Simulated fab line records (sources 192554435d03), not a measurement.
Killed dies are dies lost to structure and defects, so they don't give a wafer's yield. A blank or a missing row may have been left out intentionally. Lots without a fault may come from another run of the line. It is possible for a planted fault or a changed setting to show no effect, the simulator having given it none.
Split-lot experiment	flow n5Finfet	21 wafers read from 7 lots, route of 1938 steps

== SPLIT DETAILS ==
At N5_SD_EPI_N_ETCH_45 (etches SiOCN in CH3F/O2, target depth 6 nm), the setting targetDepthA was moved away from the recipe's 60 angstrom on 4 of the 21 wafers read, by -7.6% to +7.1%. For the rest of the wafers, this setting stayed at what the recipe calls for.

The reading is taken at the split's own step.

== THE READING ==
etch.depthNm (the simulator's own value, which no gauge read), in nm, at N5_SD_EPI_N_ETCH_45 (etches SiOCN in CH3F/O2, target depth 6 nm). There is no usual value for it anywhere in the file. The 17 wafers here that ran the recipe average 6.021 nm, standard deviation 0.092 nm.

wafer	tool, chamber at the split	targetDepthA as run, angstrom	against the recipe	etch.depthNm, nm	against lot-mates on the recipe
L074.3	rieDiel-06, 0	57.14	-4.8%	5.85	-0.219
L074.5	rieDiel-06, 1	60	recipe	6.027	-
L074.6	rieDiel-06, 0	60	recipe	6.111	-
L077.1	rieDiel-06, 3	60	recipe	6.015	-
L077.4	rieDiel-06, 1	60	recipe	6.087	-
L077.5	rieDiel-06, 2	60	recipe	6.026	-
L086.1	rieDiel-02, 3	58.1	-3.2%	5.981	-0.151
L086.3	rieDiel-02, 0	60	recipe	6.186	-
L086.6	rieDiel-02, 2	60	recipe	6.077	-
L087.1	rieDiel-02, 0	55.44	-7.6%	5.614	-0.516
L087.2	rieDiel-02, 2	60	recipe	6.146	-
L087.6	rieDiel-02, 2	60	recipe	6.115	-
L091.3	rieDiel-01, 0	60	recipe	5.935	-
L091.4	rieDiel-01, 2	60	recipe	6.076	-
L091.6	rieDiel-01, 1	60	recipe	5.892	-
L093.1	rieDiel-01, 1	60	recipe	5.911	-
L093.2	rieDiel-01, 3	64.24	+7.1%	6.516	+0.601
L093.4	rieDiel-01, 1	60	recipe	5.92	-
L094.2	rieDiel-06, 3	60	recipe	5.886	-
L094.4	rieDiel-06, 0	60	recipe	6.018	-
L094.6	rieDiel-06, 3	60	recipe	5.927	-

THE FIT
A straight line over all 21 wafers: etch.depthNm changes by +0.0546 nm for each +1% of targetDepthA; r = +0.84; the points scatter about the line by 0.096 nm.
The same after taking each lot's own level away (the mean of its wafers on the recipe; 21 wafers): +0.0699 nm for each +1%; r = +0.95; scatter 0.059 nm.
On that fit, the largest move of targetDepthA shifts the reading by 0.53 nm.
The span of the lots' own levels, 5.9155 to 6.1315 nm, comes to 2.3 times the standard deviation stated above.
Thus the slope moves with the lot-to-lot level: the two fits are different.
Check: for one of the wafers moved furthest among these (-7.6%), held out of the fit, the line's prediction against its lot-mates is -0.516 nm. It came out at -0.516 nm against them.

== OTHER SPLITS ON THESE WAFERS ==
Before the reading, these wafers also passed through other splits. Each is held against what the fit with the lots' levels taken away leaves over:
other split on the same wafers	wafers away from the commonest value	r with etch.depthNm (lot level and that fit taken away)
N5_ZERO_LAYER_EXPOSE_08 doseMj	6	-0.32
N5_ZERO_LAYER_DEVELOP_10 developTimeS	7	+0.02
N5_FIN_CUT_CUT_ETCH_15 timeS	5	-0.02
N5_DUMMY_GATE_COAT_34 spinRpm	8	-0.02

== THE FILE'S OWN FIT ==
etch.depthNm changes by +0.0691 nm for each +1% of targetDepthA, r = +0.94.
